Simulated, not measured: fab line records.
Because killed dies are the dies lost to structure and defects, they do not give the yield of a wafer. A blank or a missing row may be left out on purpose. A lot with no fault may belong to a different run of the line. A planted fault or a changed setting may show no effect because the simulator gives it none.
Lot-split experiment -- flow n5Finfet -- on a route of 1938 steps: 7 lots, 39 wafers read

## THE SPLIT ITSELF
At N5_HKMG_FIN_PWFM_ALD_03 (deposits TiN, target thk 2 nm, pulse time 1 s, purge time 3 s), the setting aldCycles was moved away from the recipe's 91 on 15 of the 39 wafers read, by -38.5% to +58.2%. The other wafers ran this setting at the recipe's value.

The reading is taken at the split's own step.

## THE READING
TiN_of_HKMG_FIN_PWFM_ALD_03.thkNm (the simulator's own value, which no gauge read), in nm, at N5_HKMG_FIN_PWFM_ALD_03 (deposits TiN, target thk 2 nm, pulse time 1 s, purge time 3 s). The file gives no usual value for it.

wafer,"tool, chamber at the split",aldCycles as run,against the recipe,"TiN_of_HKMG_FIN_PWFM_ALD_03.thkNm, nm",against lot-mates on the recipe
L074.4,"aldMetal-04, 1,3,0",91,recipe,2,-
L074.5,"aldMetal-04, 1,3,0",91,recipe,2,-
L074.6,"aldMetal-04, 1,3,0",91,recipe,2,-
L078.1,"aldMetal-04, 2,2,3",105,+15.4%,2.4,+0.4
L078.5,"aldMetal-04, 2,2,3",105,+15.4%,2.4,+0.4
L078.6,"aldMetal-04, 2,2,3",105,+15.4%,2.4,+0.4
L078.2,"aldMetal-04, 3,1,0",91,recipe,2,-
L078.3,"aldMetal-04, 3,1,0",91,recipe,2,-
L078.4,"aldMetal-04, 3,1,0",91,recipe,2,-
L082.1,"aldMetal-01, 0,2,1",144,+58.2%,3.2,+1.2
L082.3,"aldMetal-01, 0,2,1",144,+58.2%,3.2,+1.2
L082.4,"aldMetal-01, 0,2,1",144,+58.2%,3.2,+1.2
L082.2,"aldMetal-01, 3,2,3",91,recipe,2,-
L082.5,"aldMetal-01, 3,2,3",91,recipe,2,-
L082.6,"aldMetal-01, 3,2,3",91,recipe,2,-
L083.1,"aldMetal-03, 0,0,1",91,recipe,2,-
L083.5,"aldMetal-03, 0,0,1",91,recipe,2,-
L083.6,"aldMetal-03, 0,0,1",91,recipe,2,-
L083.2,"aldMetal-03, 1,3,2",65,-28.6%,1.4,-0.6
L083.3,"aldMetal-03, 1,3,2",65,-28.6%,1.4,-0.6
L083.4,"aldMetal-03, 1,3,2",65,-28.6%,1.4,-0.6
L084.1,"aldMetal-03, 1,3,0",91,recipe,2,-
L084.2,"aldMetal-03, 1,3,0",91,recipe,2,-
L084.4,"aldMetal-03, 1,3,0",91,recipe,2,-
L084.3,"aldMetal-03, 2,0,3",72,-20.9%,1.6,-0.4
L084.5,"aldMetal-03, 2,0,3",72,-20.9%,1.6,-0.4
L084.6,"aldMetal-03, 2,0,3",72,-20.9%,1.6,-0.4
L087.1,"aldMetal-01, 3,0,1,2,1,2",91,recipe,2,-
L087.2,"aldMetal-01, 3,0,1,2,1,2",91,recipe,2,-
L087.3,"aldMetal-01, 3,0,1,2,1,2",91,recipe,2,-
L087.4,"aldMetal-01, 3,0,1,2,1,2",91,recipe,2,-
L087.5,"aldMetal-01, 3,0,1,2,1,2",91,recipe,2,-
L087.6,"aldMetal-01, 3,0,1,2,1,2",91,recipe,2,-
L093.1,"aldMetal-01, 2,3,0",91,recipe,2,-
L093.2,"aldMetal-01, 2,3,0",91,recipe,2,-
L093.3,"aldMetal-01, 2,3,0",91,recipe,2,-
L093.4,"aldMetal-01, 1,1,0",56,-38.5%,1.2,-0.8
L093.5,"aldMetal-01, 1,1,0",56,-38.5%,1.2,-0.8
L093.6,"aldMetal-01, 1,1,0",56,-38.5%,1.2,-0.8
Rows listing several chambers each stand for several wafers; the file does not say which wafer went through which chamber.

THE FIT
A straight line over all 39 wafers: TiN_of_HKMG_FIN_PWFM_ALD_03.thkNm changes by +0.0208 nm for each +1% of aldCycles; r = +1.00; the points scatter about the line by 0.024 nm.
The same after taking each lot's own level away (the mean of its wafers on the recipe; 39 wafers): +0.0208 nm for each +1%; r = +1.00; scatter 0.024 nm.
The reading moves by 1.2 nm for the largest change in aldCycles, on that fit.
The lots' own levels span 2.00 to 2.00 nm.
Hence the lot-to-lot level has little effect on the slope; both slopes agree.
Check: for one of the wafers moved furthest among these (+58.2%), held out of the fit, the line's prediction against its lot-mates is +1.23 nm. Against them it came out at +1.2 nm.

## ADDITIONAL SPLITS CARRIED BY THESE WAFERS
Before the reading, these wafers also passed through other splits. Each is held against what the fit with the lots' levels taken away leaves over:
other split on the same wafers,wafers away from the commonest value,r with TiN_of_HKMG_FIN_PWFM_ALD_03.thkNm (lot level and that fit taken away)
N5_FIN_SAQP_HM_DEP_72 targetThkA,12,+0.22
N5_DUMMY_GATE_ETCH_31 targetDepthA,15,+0.30

## FILE'S OWN FIT
TiN_of_HKMG_FIN_PWFM_ALD_03.thkNm changes by +0.0208 nm for each +1% of aldCycles, r = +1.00.
